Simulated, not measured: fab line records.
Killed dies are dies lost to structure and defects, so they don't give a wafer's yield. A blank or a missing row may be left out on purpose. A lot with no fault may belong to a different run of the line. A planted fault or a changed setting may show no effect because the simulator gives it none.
Lot-split experiment || flow n5_finfet || 21 wafers read across 7 lots, on a route 1938 steps long

ABOUT THE SPLIT
At N5_BEOL_M3_COAT_22 (resist thk 30 nm), the setting spin_rpm was moved away from the recipe's 1500 rpm on 11 of the 21 wafers read, by -11.1% to +10.0%. All remaining wafers had this setting at the recipe value.

FROM THE SPLIT TO THE READING: what the file shows between them, 4 steps
- N5_BEOL_M3_EBR_24
- N5_BEOL_M3_SOFTBAKE_23: time 60 s
- N5_BEOL_M3_EXPOSE_25: exposes mask V2, defocus 5 nm
- N5_BEOL_M3_PEB_26: peb time 60 s

THE READING
CAR-EUV_of_BEOL_M3_COAT_22.thk_nm (the simulator's own value, which no gauge read), in nm, at N5_BEOL_M3_DEVELOP_27 (develop time 30 s). There is no usual value for it anywhere in the file. Across the 10 wafers here that went through the recipe, the average is 29.5 nm and the standard deviation 0.092 nm.

{"wafer": "L074.2", "tool, chamber at the split": "litho_track-02, 0", "spin_rpm as run, rpm": 1500, "against the recipe": "recipe", "CAR-EUV_of_BEOL_M3_COAT_22.thk_nm, nm": 29.4, "against lot-mates on the recipe": "-"}
{"wafer": "L074.4", "tool, chamber at the split": "litho_track-02, 0", "spin_rpm as run, rpm": 1500, "against the recipe": "recipe", "CAR-EUV_of_BEOL_M3_COAT_22.thk_nm, nm": 29.4, "against lot-mates on the recipe": "-"}
{"wafer": "L074.6", "tool, chamber at the split": "litho_track-02, 0", "spin_rpm as run, rpm": 1500, "against the recipe": "recipe", "CAR-EUV_of_BEOL_M3_COAT_22.thk_nm, nm": 29.4, "against lot-mates on the recipe": "-"}
{"wafer": "L075.1", "tool, chamber at the split": "litho_track-02, 0", "spin_rpm as run, rpm": 1352, "against the recipe": "-9.9%", "CAR-EUV_of_BEOL_M3_COAT_22.thk_nm, nm": 31.2, "against lot-mates on the recipe": "no lot-mate on the recipe"}
{"wafer": "L075.3", "tool, chamber at the split": "litho_track-02, 0", "spin_rpm as run, rpm": 1352, "against the recipe": "-9.9%", "CAR-EUV_of_BEOL_M3_COAT_22.thk_nm, nm": 31.2, "against lot-mates on the recipe": "no lot-mate on the recipe"}
{"wafer": "L075.6", "tool, chamber at the split": "litho_track-02, 0", "spin_rpm as run, rpm": 1352, "against the recipe": "-9.9%", "CAR-EUV_of_BEOL_M3_COAT_22.thk_nm, nm": 31.2, "against lot-mates on the recipe": "no lot-mate on the recipe"}
{"wafer": "L077.3", "tool, chamber at the split": "litho_track-05, 0", "spin_rpm as run, rpm": 1603, "against the recipe": "+6.9%", "CAR-EUV_of_BEOL_M3_COAT_22.thk_nm, nm": 28.6, "against lot-mates on the recipe": -1.0}
{"wafer": "L077.4", "tool, chamber at the split": "litho_track-05, 0", "spin_rpm as run, rpm": 1603, "against the recipe": "+6.9%", "CAR-EUV_of_BEOL_M3_COAT_22.thk_nm, nm": 28.6, "against lot-mates on the recipe": -1.0}
{"wafer": "L077.6", "tool, chamber at the split": "litho_track-05, 0", "spin_rpm as run, rpm": 1500, "against the recipe": "recipe", "CAR-EUV_of_BEOL_M3_COAT_22.thk_nm, nm": 29.6, "against lot-mates on the recipe": "-"}
{"wafer": "L082.1", "tool, chamber at the split": "litho_track-02, 0", "spin_rpm as run, rpm": 1334, "against the recipe": "-11.1%", "CAR-EUV_of_BEOL_M3_COAT_22.thk_nm, nm": 31.4, "against lot-mates on the recipe": "+1.8"}
{"wafer": "L082.2", "tool, chamber at the split": "litho_track-02, 0", "spin_rpm as run, rpm": 1500, "against the recipe": "recipe", "CAR-EUV_of_BEOL_M3_COAT_22.thk_nm, nm": 29.6, "against lot-mates on the recipe": "-"}
{"wafer": "L082.3", "tool, chamber at the split": "litho_track-02, 0", "spin_rpm as run, rpm": 1500, "against the recipe": "recipe", "CAR-EUV_of_BEOL_M3_COAT_22.thk_nm, nm": 29.6, "against lot-mates on the recipe": "-"}
{"wafer": "L086.2", "tool, chamber at the split": "litho_track-02, 0", "spin_rpm as run, rpm": 1500, "against the recipe": "recipe", "CAR-EUV_of_BEOL_M3_COAT_22.thk_nm, nm": 29.6, "against lot-mates on the recipe": "-"}
{"wafer": "L086.5", "tool, chamber at the split": "litho_track-02, 0", "spin_rpm as run, rpm": 1552, "against the recipe": "+3.5%", "CAR-EUV_of_BEOL_M3_COAT_22.thk_nm, nm": 29, "against lot-mates on the recipe": -0.6}
{"wafer": "L086.6", "tool, chamber at the split": "litho_track-02, 0", "spin_rpm as run, rpm": 1552, "against the recipe": "+3.5%", "CAR-EUV_of_BEOL_M3_COAT_22.thk_nm, nm": 29, "against lot-mates on the recipe": -0.6}
{"wafer": "L090.1", "tool, chamber at the split": "litho_track-05, 0", "spin_rpm as run, rpm": 1650, "against the recipe": "+10.0%", "CAR-EUV_of_BEOL_M3_COAT_22.thk_nm, nm": 28.2, "against lot-mates on the recipe": -1.4}
{"wafer": "L090.3", "tool, chamber at the split": "litho_track-05, 0", "spin_rpm as run, rpm": 1650, "against the recipe": "+10.0%", "CAR-EUV_of_BEOL_M3_COAT_22.thk_nm, nm": 28.2, "against lot-mates on the recipe": -1.4}
{"wafer": "L090.5", "tool, chamber at the split": "litho_track-05, 0", "spin_rpm as run, rpm": 1500, "against the recipe": "recipe", "CAR-EUV_of_BEOL_M3_COAT_22.thk_nm, nm": 29.6, "against lot-mates on the recipe": "-"}
{"wafer": "L092.1", "tool, chamber at the split": "litho_track-02, 0", "spin_rpm as run, rpm": 1500, "against the recipe": "recipe", "CAR-EUV_of_BEOL_M3_COAT_22.thk_nm, nm": 29.6, "against lot-mates on the recipe": "-"}
{"wafer": "L092.5", "tool, chamber at the split": "litho_track-02, 0", "spin_rpm as run, rpm": 1500, "against the recipe": "recipe", "CAR-EUV_of_BEOL_M3_COAT_22.thk_nm, nm": 29.6, "against lot-mates on the recipe": "-"}
{"wafer": "L092.4", "tool, chamber at the split": "litho_track-02, 0", "spin_rpm as run, rpm": 1369, "against the recipe": "-8.7%", "CAR-EUV_of_BEOL_M3_COAT_22.thk_nm, nm": 31, "against lot-mates on the recipe": "+1.4"}

THE FIT
A straight line over all 21 wafers: CAR-EUV_of_BEOL_M3_COAT_22.thk_nm changes by -0.155 nm for each +1% of spin_rpm; r = -0.99; the points scatter about the line by 0.1 nm.
The same after taking each lot's own level away (the mean of its wafers on the recipe; 18 wafers): -0.152 nm for each +1%; r = -1.00; scatter 0.058 nm.
Per that fit: largest spin_rpm move, reading shift of 1.7 nm.
The span of the lots' own levels, 29.40 to 29.60 nm, comes to 2.2 times the standard deviation stated above.
So the lot-to-lot level changes the slope little: the two slopes agree.
Check: with one of the wafers moved furthest among these (-11.1%) left out of the fit, the line predicts +1.64 nm for it against its lot-mates. Against them it came out at +1.8 nm.

FURTHER SPLITS ON THESE WAFERS
Note: prior to the reading, these wafers also went through further splits. Each is held against what the fit with the lots' levels taken away leaves over:
{"other split on the same wafers": "N5_BEOL_M0_SAQP_ETCH_84 time_s", "wafers away from the commonest value": 8, "r with CAR-EUV_of_BEOL_M3_COAT_22.thk_nm (lot level and that fit taken away)": -0.10}
{"other split on the same wafers": "N5_BEOL_M0_SAQP_SPACER1_ALD_98 temp_c", "wafers away from the commonest value": 8, "r with CAR-EUV_of_BEOL_M3_COAT_22.thk_nm (lot level and that fit taken away)": "+0.31"}
{"other split on the same wafers": "N5_BEOL_M0_ETCH_138 source_w", "wafers away from the commonest value": 7, "r with CAR-EUV_of_BEOL_M3_COAT_22.thk_nm (lot level and that fit taken away)": -0.23}
{"other split on the same wafers": "N5_BEOL_M0_ETCH_128 source_w", "wafers away from the commonest value": 8, "r with CAR-EUV_of_BEOL_M3_COAT_22.thk_nm (lot level and that fit taken away)": "+0.01"}
{"other split on the same wafers": "N5_BEOL_M1_SPUTTER_48 time_s", "wafers away from the commonest value": 8, "r with CAR-EUV_of_BEOL_M3_COAT_22.thk_nm (lot level and that fit taken away)": -0.48}
{"other split on the same wafers": "N5_BEOL_M2_ETCH_69 bias_w", "wafers away from the commonest value": 8, "r with CAR-EUV_of_BEOL_M3_COAT_22.thk_nm (lot level and that fit taken away)": -0.26}

THE WHOLE CHAIN: every reading that the file lists as answering this split, in the file's order
{"step": "N5_BEOL_M3_COAT_22", "what it does": "resist thk 30 nm", "reading": "CAR-EUV_of_BEOL_M3_COAT_22.thk_nm (the simulator's own value, which no gauge read)", "change (the file's fit)": "-0.157 nm for each +1% of the setting", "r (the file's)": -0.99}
{"step": "N5_BEOL_M3_DEVELOP_27", "what it does": "develop time 30 s", "reading": "CAR-EUV_of_BEOL_M3_COAT_22.thk_nm (the simulator's own value, which no gauge read)", "change (the file's fit)": "-0.154 nm for each +1% of the setting", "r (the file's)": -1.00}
{"step": "N5_BEOL_M3_DESCUM_33", "what it does": "chemistry O2, time 7 s", "reading": "CAR-EUV_of_BEOL_M3_COAT_22.thk_nm (the simulator's own value, which no gauge read)", "change (the file's fit)": "-0.156 nm for each +1% of the setting, in a fit together with time_s@BEOL_M3_DESCUM_33", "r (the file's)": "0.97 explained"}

THE FILE'S OWN FIT
CAR-EUV_of_BEOL_M3_COAT_22.thk_nm changes by -0.154 nm for each +1% of spin_rpm, r = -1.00.
